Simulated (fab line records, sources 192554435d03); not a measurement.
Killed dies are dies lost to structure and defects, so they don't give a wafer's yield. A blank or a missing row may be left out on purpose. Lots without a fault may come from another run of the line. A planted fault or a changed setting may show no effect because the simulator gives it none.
Split-lot experiment | flow n5_finfet | 7 lots, 21 wafers read, on a route of 1938 steps

THE SPLIT
At N5_BEOL_M5_VIA_ETCH_34 (etches SiCOH lowk in C4F6/O2, target depth 88.3 nm, time 39.2 s), the setting bias_w was moved away from the recipe's 185 W on 5 of the 21 wafers read, by -12.6% to +17.4%. The other wafers ran this setting at the recipe's value.

The reading is taken at the split's own step.

THE READING
rf_vpp_V, in V, at N5_BEOL_M5_VIA_ETCH_34 (etches SiCOH lowk in C4F6/O2, target depth 88.3 nm, time 39.2 s). Fault-free wafers of this fab line usually give 663 V, standard deviation 12 V.

wafer  | tool, chamber at the split | bias_w as run, W | against the recipe | rf_vpp_V, V | against lot-mates on the recipe
L076.3 | rie_diel-03, 0             | 185              | recipe             | 645         | -
L076.4 | rie_diel-03, 2             | 185              | recipe             | 685         | -
L076.6 | rie_diel-03, 1             | 185              | recipe             | 642         | -
L077.1 | rie_diel-02, 0             | 185              | recipe             | 664         | -
L077.2 | rie_diel-02, 1             | 185              | recipe             | 665         | -
L077.6 | rie_diel-02, 2             | 185              | recipe             | 661         | -
L081.2 | rie_diel-03, 2             | 167.9            | -9.2%              | 634         | -28
L081.3 | rie_diel-03, 3             | 185              | recipe             | 682         | -
L081.6 | rie_diel-03, 1             | 185              | recipe             | 642         | -
L079.2 | rie_diel-03, 3             | 185              | recipe             | 682         | -
L079.4 | rie_diel-03, 2             | 185              | recipe             | 684         | -
L079.6 | rie_diel-03, 3             | 185              | recipe             | 683         | -
L080.1 | rie_diel-01, 1             | 185              | recipe             | 668         | -
L080.4 | rie_diel-01, 0             | 185              | recipe             | 662         | -
L080.5 | rie_diel-01, 2             | 185              | recipe             | 657         | -
L084.2 | rie_diel-02, 1             | 185              | recipe             | 667         | -
L084.4 | rie_diel-02, 0             | 161.6            | -12.6%             | 597         | -70
L084.6 | rie_diel-02, 1             | 161.6            | -12.6%             | 598         | -69
L085.1 | rie_diel-03, 2             | 217.2            | +17.4%             | 775         | +129
L085.3 | rie_diel-03, 3             | 217.2            | +17.4%             | 775         | +129
L085.6 | rie_diel-03, 0             | 185              | recipe             | 646         | -

THE FIT
A straight line over all 21 wafers: rf_vpp_V changes by +5.76 V for each +1% of bias_w; r = +0.94; the points scatter about the line by 15 V.
The same after taking each lot's own level away (the mean of its wafers on the recipe; 21 wafers): +6.43 V for each +1%; r = +0.96; scatter 14 V.
On that fit, the largest move of bias_w shifts the reading by 1.1e+02 V.
The lots' own levels span 646.0 to 683.0 V, that is 3.1 times the standard deviation above.
So the lot-to-lot level changes the slope: the two fits differ.
Check: with one of the wafers moved furthest among these (+17.4%) left out of the fit, the line predicts +109 V for it against its lot-mates. It came out at +129 V against them.
Tool readings at the split's step, against how far the setting was moved: rf_vpp_V r = +0.94.

OTHER SPLITS ON THESE WAFERS
These wafers also went through other splits before the reading. Each is held against what the fit with the lots' levels taken away leaves over:
other split on the same wafers     | wafers away from the commonest value | r with rf_vpp_V (lot level and that fit taken away)
N5_BEOL_M1_COAT_05 spin_rpm        | 7                                    | -0.20
N5_BEOL_M1_VIA_ETCH_34 time_s      | 4                                    | +0.49
N5_BEOL_M1_TRENCH_ETCH_37 source_w | 8                                    | -0.19
N5_BEOL_M2_ETCH_74 source_w        | 7                                    | +0.17
N5_BEOL_M2_ETCH_64 source_w        | 9                                    | -0.03
N5_BEOL_M3_DEP_57 time_s           | 6                                    | -0.22
N5_BEOL_M4_COAT_73 spin_rpm        | 5                                    | +0.04
N5_BEOL_M4_DESCUM_16 time_s        | 6                                    | +0.28

THE FILE'S OWN FIT
rf_vpp_V changes by +6.18 V for each +1% of bias_w, r = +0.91.
